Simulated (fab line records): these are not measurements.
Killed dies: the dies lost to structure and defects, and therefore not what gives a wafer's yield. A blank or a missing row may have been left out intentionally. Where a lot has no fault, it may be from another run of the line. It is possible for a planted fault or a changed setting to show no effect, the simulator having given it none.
fab line records	flow nandHarc
[record] lots = 6	wafers = 18	lastDay = 34
route steps=1302 shown P_M0@280 P_M1@285 END@1302
lots that met no fault: from a run of the same line without faults
startH: hours from the record's opening day to when the first of the lot's shown wafers began	waitH: how many hours have passed since the lot's step before this one	" the same as in the row above	L1.1+2: several wafers, shown together as one row	- value missing, or start not given	* or withheld: withheld	< > ~ a bound
route shown NAME@n: names a module that has steps shown in the file, with the first one's number in the route	usual: the fault-free wafers' mean and standard deviation	same: alike in all rows	chamber/n: place in a boat	sites: per-site readings	_std_site: their standard deviation	_edge_site: mean of outer sites minus mean of inner sites	radiusMm: how far each site lies from the wafer's centre	mask NAME#n: copy n	behind: the last tool/chamber to shape the wafer	hold: cause of the lot's hold/its duration in hours/its outcome	device: which transistor (n, p or np) failed to switch	end of line: tests run on the same wafers once the route is complete	a step without rows: its recipe alone	killed: count of dies lost to structure and defects at first sort (not the wafer's yield)	map: shows each die of a wafer: x if killed, . if not, _ if none is there
set.NAME: the run value of the setting; set.NAME@STEP: its run value at that earlier step	model.NAME: the simulator's own value behind a step, which no gauge read
lots at some steps of the route; a table a step, a row a wafer
services: the hour from which a tool's chamber was out of use, counted from the record's first day as startH (under 0 if before that day), plus the number of hours and why
[[steps]]
[step NHARC_P_M0_SRD_25]
[step NHARC_P_M0_INSPECT_27]
[usual] rawDefectCount = 304/120
lot.wafer	tool	chamber	startH	waitH	rawDefectCount
L213.3	defectInspect-02	-	188.94	0.0	211
L213.4	"	-	"	"	291
L213.6	"	-	"	"	276
L218.1	defectInspect-02	-	245.41	0.0	156
L218.2	"	-	"	"	244
L218.3	"	-	"	"	216
L222.2	defectInspect-02	-	290.20	0.0	194
L222.3	"	-	"	"	306
L222.6	"	-	"	"	156
L224.2	defectInspect-02	-	299.52	0.0	199
L224.4	"	-	"	"	328
L224.6	"	-	"	"	142
L226.1	defectInspect-01	-	329.31	0.0	504
L226.5	"	-	"	"	420
L226.6	"	-	"	"	519
L229.1	defectInspect-02	-	359.93	0.0	271
L229.2	"	-	"	"	307
L229.6	"	-	"	"	349
[step NHARC_P_M0_PRE_CLEAN_31]
[recipe] timeS = 12	tempC = 370	rfPowerW = 300	gas = NH3
[usual] heaterPowerW = 634/82
lot.wafer	tool	chamber	startH	waitH	heaterPowerW
L213.3	pecvd-04	1	189.03	0.1	660
L213.6	"	0	"	"	616
L213.4	"	1	"	"	668
L218.1	pecvd-04	1	245.48	0.1	662
L218.2	"	2	"	"	649
L218.3	"	0	"	"	552
L222.2	pecvd-04	1	290.27	0.1	654
L222.3	"	0	"	"	682
L222.6	"	1	"	"	651
L224.2	pecvd-03	1	299.58	0.1	566
L224.6	"	1	"	"	570
L224.4	"	0	"	"	523
L226.1	pecvd-04	1	329.41	0.1	624
L226.5	"	2	"	"	666
L226.6	"	1	"	"	626
L229.1	pecvd-04	0	360.00	0.1	634
L229.2	"	2	"	"	664
L229.6	"	2	"	"	681
[step NHARC_P_M0_DEP_32]
[recipe] targetThkA = 300	tempC = 370	targetThkNm = 30	pressureTorr = 3	flowSccm = 200	rfW = 450	material = SiCN
[usual] heaterPowerW = 570/81
lot.wafer	tool	chamber	startH	waitH	heaterPowerW
L213.3	pecvd-04	1	189.17	0.1	578
L213.6	"	0	"	"	506
L213.4	"	1	"	"	586
L218.1	pecvd-04	1	245.56	0.1	582
L218.2	"	2	"	"	528
L218.3	"	0	"	"	591
L222.2	pecvd-04	1	290.35	0.1	574
L222.3	"	0	"	"	597
L222.6	"	1	"	"	577
L224.2	pecvd-03	1	299.66	0.1	590
L224.6	"	1	"	"	595
L224.4	"	0	"	"	492
L226.1	pecvd-04	1	329.55	0.1	484
L226.5	"	2	"	"	563
L226.6	"	1	"	"	512
L229.1	pecvd-04	0	360.08	0.1	625
L229.2	"	2	"	"	626
L229.6	"	2	"	"	622
[step NHARC_P_M1_DEP_00]
[recipe] targetThkA = 1825	targetThkNm = 182.5	tempC = withheld	pressureTorr = 5	flowSccm = 200	rfW = 600	material = SiOC
[step NHARC_P_M1_DEHYDRATE_01]
[recipe] tempC = 150	timeS = 120
[step NHARC_P_M1_HMDS_02]
[recipe] timeS = 30
[step NHARC_P_M1_COAT_34]
[recipe] tempC = 200	timeS = 65
[step NHARC_P_M1_COAT_03]
[recipe] spinRpm = 1500	resistThkNm = 90
[step NHARC_P_M1_SOFTBAKE_04]
[recipe] tempC = 105	timeS = 55
[step NHARC_P_M1_EBR_05]
[step NHARC_P_M1_EXPOSE_06]
[recipe] na = 1.35	targetCdNm = 130	doseMj = 81.88	maskId = P_M1
[usual] exposureDoseMJCm2 = 81.84/0.094
lot.wafer	tool	chamber	startH	waitH	mask	exposureDoseMJCm2
L213.3	arfiScanner-03	0	190.20	-	P_M1#0	81.91
L213.4	"	0	"	"	P_M1#0	81.89
L213.6	"	0	"	"	P_M1#0	81.84
L218.1	arfiScanner-02	0	246.70	-	P_M1#0	77.37
L218.2	"	0	"	"	P_M1#0	77.43
L218.3	"	0	"	"	P_M1#0	77.40
L222.2	arfiScanner-02	0	291.45	-	P_M1#0	78.38
L222.3	"	0	"	"	P_M1#0	78.37
L222.6	"	0	"	"	P_M1#0	78.29
L224.2	arfiScanner-03	0	300.66	-	P_M1#0	81.79
L224.4	"	0	"	"	P_M1#0	81.73
L224.6	"	0	"	"	P_M1#0	81.86
L226.1	arfiScanner-03	0	330.55	-	P_M1#0	81.84
L226.5	"	0	"	"	P_M1#0	81.90
L226.6	"	0	"	"	P_M1#0	82.04
L229.1	arfiScanner-01	0	361.18	-	P_M1#0	81.85
L229.2	"	0	"	"	P_M1#0	81.98
L229.6	"	0	"	"	P_M1#0	81.86
[step NHARC_P_M1_PEB_07]
[recipe] pebTempC = 100	pebTimeS = 65
[step NHARC_P_M1_DEVELOP_08]
[recipe] developTimeS = 35	devTempC = 23
[step NHARC_P_M1_CD_MEAS_09]
[recipe] targetCdNm = 130	landingEnergyEv = 500
[usual] cdNm = 129.5/0.57
[same] landingEnergyEv = 500
lot.wafer	tool	chamber	startH	waitH	cdNm
L213.3	cdSem-02	0	190.34	-	129.6
L213.4	"	0	"	"	129.7
L213.6	"	0	"	"	129.4
L218.1	cdSem-01	0	246.84	-	127.2
L218.2	"	0	"	"	127.1
L218.3	"	0	"	"	127.4
L222.2	cdSem-01	0	291.59	-	126.7
L222.3	"	0	"	"	126.5
L222.6	"	0	"	"	126.3
L224.2	cdSem-01	0	300.80	-	129.3
L224.4	"	0	"	"	129.2
L224.6	"	0	"	"	129.6
L226.1	cdSem-03	0	330.69	-	129.8
L226.5	"	0	"	"	129.5
L226.6	"	0	"	"	128.7
L229.1	cdSem-03	0	361.32	-	129.1
L229.2	"	0	"	"	130.0
L229.6	"	0	"	"	129.3
[step NHARC_P_M1_OVL_MEAS_10]
[recipe] pitchNm = 260
[usual] overlayXNm = -0.1/0.86	overlayYNm = 0.2/0.66
lot.wafer	tool	chamber	startH	waitH	overlayXNm	overlayYNm
L213.3	overlay-02	-	190.42	-	1.1	1.0
L213.4	"	-	"	"	1.3	1.0
L213.6	"	-	"	"	0.8	0.8
L218.1	overlay-02	-	246.93	-	0.2	1.0
L218.2	"	-	"	"	0.4	0.5
L218.3	"	-	"	"	-0.1	0.3
L222.2	overlay-01	-	291.68	-	0.2	0.2
L222.3	"	-	"	"	0.3	0.4
L222.6	"	-	"	"	0.9	0.0
L224.2	overlay-02	-	300.88	-	0.3	-0.2
L224.4	"	-	"	"	0.3	-0.5
L224.6	"	-	"	"	0.2	0.0
L226.1	overlay-02	-	330.78	-	-0.4	0.1
L226.5	"	-	"	"	0.3	0.0
L226.6	"	-	"	"	-0.2	0.3
L229.1	overlay-01	-	361.41	-	-0.4	0.2
L229.2	"	-	"	"	-0.2	0.6
L229.6	"	-	"	"	-0.1	0.4
[step NHARC_P_M1_INSPECT_11]
[usual] rawDefectCount = 4.4/2.6
lot.wafer	tool	chamber	startH	waitH	rawDefectCount
L213.3	defectInspect-01	-	190.46	0.0	0
L213.4	"	-	"	"	2
L213.6	"	-	"	"	2
L218.1	defectInspect-02	-	246.97	0.0	2
L218.2	"	-	"	"	3
L218.3	"	-	"	"	3
L222.2	defectInspect-02	-	291.71	0.0	4
L222.3	"	-	"	"	0
L222.6	"	-	"	"	4
L224.2	defectInspect-01	-	300.92	0.0	4
L224.4	"	-	"	"	4
L224.6	"	-	"	"	2
L226.1	defectInspect-01	-	330.81	0.0	4
L226.5	"	-	"	"	3
L226.6	"	-	"	"	3
L229.1	defectInspect-02	-	361.45	0.0	7
L229.2	"	-	"	"	3
L229.6	"	-	"	"	2
[step NHARC_P_M1_DESCUM_14]
[recipe] timeS = 3	o2FlowSccm = 200	arFlowSccm = 0	biasPowerW = 0	chemistry = O2
[usual] drypumpMotorCurrentA = 5.8/0.5	o2FlowSccm = 200.0/0.63	oesProductAu = 1.000/0.0096	rfVppV = 57.7/0.91	showerheadPlenumPTorr = 1.90/0.075	throttleValvePct = 11.310/0.0093
lot.wafer	tool	chamber	startH	waitH	drypumpMotorCurrentA	o2FlowSccm	oesProductAu	rfHoursCounterH	rfVppV	showerheadPlenumPTorr	throttleValvePct	model.P_M1.cdNm
L213.4	rieDiel-04	3	190.52	0.1	6.5	200.2	1.002	0	57.8	1.84	11.310	129.1
L213.3	"	1	"	"	5.7	200.7	0.995	0	58.1	1.98	11.308	129
L213.6	"	0	"	"	4.9	199.8	1.002	-	57.2	1.98	11.305	129.2
L218.3	rieDiel-04	1	247.03	0.1	5.7	198.1	0.999	3	57.3	1.98	11.322	126.9
L218.1	"	2	"	"	5.5	200.2	0.983	4	58.2	1.90	11.311	126.2
L218.2	"	0	"	"	4.9	199.1	0.985	3	58.9	1.98	11.317	127.2
L222.3	rieDiel-07	1	291.79	0.1	5.3	199.5	1.004	16	57.2	1.84	11.304	126.9
L222.2	"	2	"	"	5.6	199.6	1.000	15	58.6	1.85	11.309	126.2
L222.6	"	3	"	"	6.4	199.8	0.992	-	59.7	2.05	11.301	125.6
L224.2	rieDiel-04	0	300.99	0.1	4.9	199.3	1.008	6	59.7	1.98	11.317	128.7
L224.4	"	2	"	"	5.5	199.8	0.988	7	57.3	1.90	11.326	128.6
L224.6	"	0	"	"	4.9	199.9	0.996	-	58.8	1.98	11.307	129.7
L226.1	rieDiel-07	1	330.88	0.1	5.3	200.0	1.022	4	57.6	1.84	11.303	130.4
L226.5	"	0	"	"	6.0	200.9	1.001	-	57.2	1.84	11.292	130.1
L226.6	"	1	"	"	5.3	199.8	1.013	-	57.8	1.83	11.307	129
L229.1	rieDiel-07	2	361.51	0.1	5.5	200.0	1.002	8	56.9	1.85	11.325	129.2
L229.2	"	3	"	"	6.5	199.6	1.016	7	58.6	2.04	11.307	129.7
L229.6	"	2	"	"	5.5	200.0	1.004	-	57.6	1.85	11.312	129
[step NHARC_P_M1_ETCH_35]
[recipe] targetDepthA = 400	overetchA = 120	timeS = 43.94	ionEnergyEv = 200	n2FlowSccm = 150	h2FlowSccm = 150	arFlowSccm = 0	rfW = 400	biasW = 150	chemistry = N2/H2
[usual] drypumpMotorCurrentA = 5.7/0.51	oesProductAu = 1.000/0.01	rfVppV = 430.2/2.5	showerheadPlenumPTorr = 2.03/0.086	throttleValvePct = 14.171/0.0091
lot.wafer	tool	chamber	startH	waitH	drypumpMotorCurrentA	oesProductAu	rfHoursCounterH	rfVppV	showerheadPlenumPTorr	throttleValvePct
L213.4	rieDiel-04	0	190.61	0.1	4.9	0.999	0	432.9	2.11	14.168
L213.3	"	2	"	"	5.5	0.995	0	430.5	2.02	14.142
L213.6	"	0	"	"	4.9	1.006	-	430.9	2.11	14.174
L218.3	rieDiel-04	1	247.11	0.1	5.7	1.001	3	432.0	2.11	14.175
L218.2	"	2	"	"	5.5	0.987	4	430.6	2.02	14.160
L218.1	"	0	"	"	4.9	1.006	3	432.1	2.11	14.168
L222.3	rieDiel-07	1	291.86	0.1	5.3	1.009	16	427.9	1.96	14.154
L222.2	"	3	"	"	6.5	1.001	15	434.6	2.19	14.194
L222.6	"	2	"	"	5.6	0.999	-	429.4	1.97	14.167
L224.2	rieDiel-04	0	301.06	0.1	4.9	0.992	6	431.8	2.11	14.172
L224.4	"	3	"	"	6.5	0.991	6	427.1	1.95	14.174
L224.6	"	1	"	"	5.7	0.988	-	433.9	2.11	14.165
L226.1	rieDiel-07	1	330.97	0.1	5.4	1.011	4	426.1	1.95	14.155
L226.5	"	2	"	"	5.6	1.001	-	428.9	1.97	14.177
L226.6	"	3	"	"	6.5	1.022	-	433.9	2.19	14.166
L229.2	rieDiel-07	1	361.61	0.1	5.3	1.015	7	427.3	1.95	14.158
L229.1	"	2	"	"	5.6	1.004	8	428.2	1.97	14.176
L229.6	"	0	"	"	6.0	1.004	-	427.5	1.96	14.170
[step NHARC_P_M1_ETCH_15]
[recipe] targetDepthA = 1825	timeS = 91.2	c4f8FlowSccm = withheld	arFlowSccm = 400	rfW = 600	biasW = 300	chemistry = C4F8/Ar
[usual] oesProductAu = 0.955/0.022	rfVppV = 440.6/2.5
lot.wafer	tool	chamber	startH	waitH	oesProductAu	rfHoursCounterH	rfVppV
L213.4	rieDiel-04	3	-	-	0.959	0	438.1
L213.3	"	2	"	"	0.970	0	440.8
L213.6	"	0	"	"	0.957	-	442.1
L218.3	rieDiel-04	1	-	-	0.951	3	442.6
L218.1	"	2	"	"	0.958	4	441.2
L218.2	"	3	"	"	0.960	3	438.4
L222.2	rieDiel-07	3	-	-	0.958	15	443.4
L222.3	"	2	"	"	0.975	15	440.3
L222.6	"	3	"	"	0.964	-	444.3
L224.2	rieDiel-04	1	-	-	0.967	6	442.6
L224.4	"	2	"	"	0.966	7	441.3
L224.6	"	2	"	"	0.968	-	440.5
L226.1	rieDiel-07	0	-	-	0.957	2	438.0
L226.6	"	1	"	"	0.972	-	439.4
L226.5	"	2	"	"	0.965	-	439.1
L229.2	rieDiel-07	3	-	-	0.977	7	445.0
L229.1	"	0	"	"	0.959	5	440.3
L229.6	"	0	"	"	0.963	-	438.8
[step NHARC_P_M1_CD_MEAS_16]
[usual] cdNm = 129.2/0.84
lot.wafer	tool	chamber	startH	waitH	cdNm
L213.3	cdSem-03	-	190.83	-	128.9
L213.4	"	-	"	"	129.2
L213.6	"	-	"	"	129.2
L218.1	cdSem-02	-	247.33	-	126.3
L218.2	"	-	"	"	126.6
L218.3	"	-	"	"	126.5
L222.2	cdSem-03	-	292.08	-	126.1
L222.3	"	-	"	"	127.3
L222.6	"	-	"	"	124.9
L224.2	cdSem-01	-	301.28	-	129.0
L224.4	"	-	"	"	128.5
L224.6	"	-	"	"	129.9
L226.1	cdSem-02	-	331.18	-	130.4
L226.5	"	-	"	"	130.2
L226.6	"	-	"	"	128.8
L229.1	cdSem-03	-	361.81	-	129.3
L229.2	"	-	"	"	129.6
L229.6	"	-	"	"	128.6
[step NHARC_P_M1_STRIP_18]
[recipe] powerW = 1000	n2FlowSccm = 150	h2FlowSccm = 150	arFlowSccm = 0	biasW = 0	chemistry = N2/H2
[usual] drypumpMotorCurrentA = 5.8/0.51	oesProductAu = 1.000/0.0094	rfVppV = 90.5/1.1	showerheadPlenumPTorr = 2.02/0.083	throttleValvePct = 14.171/0.0088
lot.wafer	tool	chamber	startH	waitH	drypumpMotorCurrentA	oesProductAu	rfHoursCounterH	rfVppV	showerheadPlenumPTorr	throttleValvePct
L213.3	rieDiel-07	3	190.92	0.1	6.5	1.005	6	92.5	2.19	14.186
L213.4	"	1	"	"	5.3	1.005	5	88.3	1.96	14.178
L213.6	"	2	"	"	5.5	0.984	-	90.5	1.97	14.176
L218.1	rieDiel-04	1	247.41	0.1	5.7	1.002	3	90.5	2.11	14.165
L218.3	"	2	"	"	5.5	0.996	4	90.5	2.02	14.171
L218.2	"	3	"	"	6.5	1.007	3	89.1	1.96	14.181
L222.2	rieDiel-04	2	292.15	0.1	5.5	0.987	7	90.1	2.02	14.162
L222.3	"	0	"	"	4.9	1.012	6	89.6	2.11	14.178
L222.6	"	3	"	"	6.5	1.008	-	90.7	1.95	14.169
L224.4	rieDiel-13	3	301.38	0.1	5.4	1.004	42	90.4	2.13	14.167
L224.2	"	0	"	"	6.2	0.996	47	92.2	2.04	14.172
L224.6	"	2	"	"	5.3	1.015	-	90.4	1.95	14.156
L226.1	rieDiel-07	0	331.33	0.1	6.0	0.995	2	89.2	1.96	14.173
L226.6	"	1	"	"	5.3	1.014	-	90.6	1.95	14.158
L226.5	"	2	"	"	5.5	0.998	-	91.0	1.97	14.156
L229.2	rieDiel-07	3	361.91	0.1	6.5	1.015	7	90.0	2.18	14.174
L229.1	"	0	"	"	5.9	0.990	5	90.8	1.96	14.168
L229.6	"	3	"	"	6.5	1.008	-	90.7	2.18	14.170
[step NHARC_P_M1_ETCH_28]
[recipe] targetDepthA = 300	overEtchFrac = 0.3	timeS = 72.99	ionEnergyEv = 150	cf4FlowSccm = 50	n2FlowSccm = 100	arFlowSccm = 150	rfW = 300	biasW = 100	chemistry = CF4/N2
[usual] drypumpMotorCurrentA = 5.7/0.5	oesProductAu = 0.998/0.01	rfVppV = 313.8/1.8	showerheadPlenumPTorr = 2.61/0.098	throttleValvePct = 19.794/0.0088
lot.wafer	tool	chamber	startH	waitH	drypumpMotorCurrentA	oesProductAu	rfHoursCounterH	rfVppV	showerheadPlenumPTorr	throttleValvePct	model.P_M1.cdNm
L213.4	rieDiel-07	0	-	-	5.9	0.998	6	311.6	2.54	19.805	129.8
L213.3	"	3	"	"	6.5	0.996	6	317.1	2.80	19.792	128.6
L213.6	"	0	"	"	6.0	1.000	-	312.5	2.54	19.793	130.4
L218.1	rieDiel-04	1	-	-	5.7	0.997	3	316.1	2.71	19.768	125.5
L218.2	"	3	"	"	6.5	0.998	3	312.7	2.53	19.788	126.7
L218.3	"	0	"	"	4.9	1.005	3	315.4	2.71	19.814	127.1
L222.3	rieDiel-04	0	-	-	4.9	1.008	6	315.2	2.71	19.785	127.7
L222.2	"	3	"	"	6.5	1.006	6	312.4	2.52	19.811	126.6
L222.6	"	0	"	"	4.9	1.009	-	316.0	2.71	19.790	125.4
L224.2	rieDiel-13	0	-	-	6.2	0.998	47	314.4	2.62	19.798	128.9
L224.4	"	2	"	"	5.3	1.000	40	312.9	2.52	19.800	128.2
L224.6	"	3	"	"	5.4	1.000	-	316.5	2.73	19.793	129.9
L226.1	rieDiel-07	0	-	-	6.0	1.000	2	313.4	2.53	19.797	130.4
L226.5	"	1	"	"	5.3	1.012	-	311.1	2.52	19.799	131
L226.6	"	2	"	"	5.5	1.003	-	312.4	2.54	19.791	128.5
L229.2	rieDiel-07	2	-	-	5.6	1.006	8	312.0	2.54	19.801	128.9
L229.1	"	3	"	"	6.5	1.017	7	315.0	2.80	19.791	128.9
L229.6	"	1	"	"	5.4	1.006	-	312.7	2.52	19.786	128
[step NHARC_P_M1_STRIP_19]
[recipe] timeS = 600	tempC = 30	chemistry = postEtchResidueRemover
[step NHARC_END_SORT_01]
[recipe] tempC = 25
[usual] defectLimitedYield = 91.4/2.7	killedAtArray = 53/18	killedAtOther = 1.0/1.2	killedAtPeriphery = 3.6/2.4	killedDies = 58/18	killedOpen = 3.4/1.8	killedShort = 2.3/1.5	sort_bin_2_pct = 3.1/1.2	sort_bin_3_pct = 0.7/0.39	sort_bin_4_pct = 4.8/1.6	sortNPass = 619/18	sortRimYieldPct = 88/4.1	sortYieldPct = 91.4/2.7
[same] grossDies = 677	sort_bin_5_pct[%] = 0	sort_bin_6_pct[%] = 0	sort_bin_7_pct[%] = 0	sort_bin_8_pct[%] = 0	sortRimNGross = 106.00
lot.wafer	tool	chamber	startH	waitH	defectLimitedYield[%]	killedAtArray	killedAtOther	killedAtPeriphery	killedDies	killedOpen	killedShort	sort_bin_2_pct[%]	sort_bin_3_pct[%]	sort_bin_4_pct[%]	sortNPass	sortRimYieldPct[%]	sortYieldPct[%]
L222.3	prober-01	0	734.56	3.1	94.4	35	2	1	38	1	0	2.4	0.4	2.8	639	88	94.4
L222.6	prober-01	0	737.01	4.1	95.0	32	2	0	34	3	1	2.4	0.1	2.5	643	92	95.0
// killed by level:class
L222.3 A_SLIT:chamberFilmFlake=20 A_CHANNEL_HOLE_D1:chamberFilmFlake=4 A_CHANNEL_FILL_D2:chamberFilmFlake=3 A_CONTACT:chamberFilmFlake=3 A_STAIRCASE:chamberFilmFlake=2 THIN_TSV:chamberFilmFlake=2 P_M0:geometricParticle:open=1 A_CHANNEL_FILL_D1:chamberFilmFlake=1
L222.6 A_SLIT:chamberFilmFlake=13 A_CHANNEL_HOLE_D1:chamberFilmFlake=5 A_CHANNEL_FILL_D2:chamberFilmFlake=5 A_CONTACT:chamberFilmFlake=3 THIN_TSV:chamberFilmFlake=2 A_CHANNEL_HOLE_D2:geometricParticle:open=1 A_CHANNEL_FILL_D2:geometricParticle:open=1 A_WL_FILL:geometricParticle:short=1
[[services]]
tool	chamber	startH	hours	kind
rieDiel-13	-	165.03	9.0	pm
arfiScanner-03	-	171.97	0.2	repair
rieDiel-04	-	177.91	9.0	pm
pecvd-03	-	186.44	13.0	pm
arfiScanner-03	-	196.00	4.0	pm
rieDiel-13	2	196.67	6.1	repair
arfiScanner-02	-	213.38	1.8	repair
rieDiel-13	1	216.15	3.1	repair
arfiScanner-03	-	224.98	0.4	repair
rieDiel-07	1	251.76	3.7	repair
rieDiel-13	2	257.45	5.0	repair
rieDiel-04	1	259.50	9.0	repair
arfiScanner-03	-	262.71	0.4	repair
arfiScanner-03	-	265.46	1.4	repair
pecvd-04	-	269.00	13.0	pm
rieDiel-13	3	274.77	7.7	repair
rieDiel-04	1	289.33	2.8	repair
rieDiel-07	-	294.33	9.0	pm
arfiScanner-03	-	315.28	1.4	repair
rieDiel-04	0	333.72	3.4	repair
rieDiel-04	1	335.60	1.7	repair
rieDiel-04	3	352.66	11.1	repair
rieDiel-04	-	354.91	9.0	pm
arfiScanner-03	-	357.72	0.3	repair
[[key]]
[firstSign] step = NHARC_P_M1_EXPOSE_06	reading = exposureDoseMJCm2	direction = down	sigmas = 42	usual = 81.84	struck = 77.87
[effect] step = NHARC_P_M1_CD_MEAS_09	reading = cdNm	direction = down	sigmas = 4.5	usual = 129.5	struck = 126.9	through = controlLoop
[effect] step = NHARC_P_M1_CD_MEAS_16	reading = cdNm	direction = down	sigmas = 3.5	usual = 129.2	struck = 126.3	through = controlLoop
[modelEffect] step = NHARC_P_M1_DESCUM_14	value = P_M1.cdNm	without = 129.4	struck = 126.5
[modelEffect] step = NHARC_P_M1_ETCH_28	value = P_M1.cdNm	without = 129.4	struck = 126.5
metAt NHARC_P_M1_EXPOSE_06
struckWafers L218.1,L218.2,L218.3,L222.2,L222.3,L222.6
[loopTrim] step = NHARC_P_M1_EXPOSE_06	setting = dose	lots = L222
[fault] kind = processParameterDrift	tool = arfiScanner-02	chamber = -	onsetH = 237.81	steps = NHARC_P_M1_EXPOSE_06	channel = doseMj	offset = -4.2462	shape = step	actsIn = theseRecipesOnly	stated = 81.88
// loopTrim: a control loop set the setting to another value than it would have without faults
